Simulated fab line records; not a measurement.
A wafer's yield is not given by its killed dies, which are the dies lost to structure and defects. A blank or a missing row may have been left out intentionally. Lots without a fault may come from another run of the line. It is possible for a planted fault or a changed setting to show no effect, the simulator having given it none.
Problem report in the 8D (eight disciplines) form, filled by code -- flow nandHarc -- the parts of the form that need people (team, actions taken, sign-off) are left out

1. THE PROBLEM
Wafers without a fault read 26, standard deviation 9.6; killedAtArray at NHARC_END_SORT_01 reads a mean of 672 on 2 wafers belonging to 2 lots. That is +67 standard deviations from the usual mean.
First seen on wafer L903.1, day 23 16:44, on prober-02. At this step, 6 wafers from 2 lots have a number in the record. Rule for "out" (also "out of limits"): further than 4 standard deviations from the usual mean. Any other wafer with a number is counted as sound.

2. WHAT IT IS, WHAT IT ISN'T
question,is,is not
which readings at this step,"killedAtArray, killedDies","killedAtOther, killedAtPeriphery, killedOpen, killedShort"
which lots,"L903, L905",-
which wafers of those lots,"L903.1, L905.1","L903.3, L903.4, L905.4, L905.5"
read on which gauges,prober-02,-
when,from day 23 16:44,"up to then (0 sound wafers); but 4 sound wafers of L903, L905 came after"

3. SUSPECTS, AND WHAT RULES EACH OUT
Counting: if a tool at a process step up to the reading ran every lot that is out, it stays a suspect. Sound lots after the first of them don't rule it out here, since some wafers of a struck lot are sound.
- the gauge at NHARC_END_SORT_01: ruled out. All the wafers that are out were read on prober-02, but those of them that NHARC_A_WL_FILL_ETCHBACK_16 has rows for are out there too, on other tools.
- rieDiel-11 at NHARC_A_WL_FILL_ETCHBACK_16 (etches the open film in C4F8/O2/Ar, target depth 88 nm, time 17.6 s): kept. It ran every lot that is out, first L903 (day 19 15:59). Its own runLengthS readings are out on those wafers.
- At NHARC_A_WL_FILL_ETCHBACK_16, inside rieDiel-11: chamber 2 took the wafers that are out, while their sound lot-mates went through chambers 0, 1.
The count leaves rieDiel-11 at NHARC_A_WL_FILL_ETCHBACK_16.

4. THE CAUSE (what the simulator had put in)
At NHARC_A_WL_FILL_ETCHBACK_16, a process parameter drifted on rieDiel-11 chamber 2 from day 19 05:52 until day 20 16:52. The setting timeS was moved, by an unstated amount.
Counting left only this tool.

5. THE CHAIN OF EFFECTS, in route order
One row per reading whose mean, taken over the struck wafers that have a number, lies over 3 standard deviations from the usual. Scope: only readings with a usual standard deviation given in the record; hours: median across lots of the time from each lot's start at the first step in this table that gives one to its start at this step; sigmas: change in usual standard deviations.
hours,step,reading,usual,on struck wafers,change,sigmas
0,NHARC_A_WL_FILL_ETCHBACK_16,runLengthS,39.1 s,27.7,-11.4,-30
95,NHARC_END_SORT_01,killedAtArray,26,672,+646,+67
95,NHARC_END_SORT_01,killedDies,31,677,+646,+65
It contains these process steps:
- NHARC_A_WL_FILL_ETCHBACK_16: etches the open film in C4F8/O2/Ar, target depth 88 nm, time 17.6 s.

6. HOW IT WOULD HAVE BEEN CAUGHT EARLIER
In this record the first reading out of limits at a measuring or inspecting step was taken at day 23 16:44, 107 hours after the fault began at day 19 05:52.
The tool's own readings at NHARC_A_WL_FILL_ETCHBACK_16 were out on every struck wafer that the step has a row for (runLengthS): an alarm limit on them would have fired on the first of those.
Lots out: 2; all had begun NHARC_A_WL_FILL_ETCHBACK_16 on rieDiel-11 by day 23 16:44. None of them would have been spared by holding the tool at that moment.
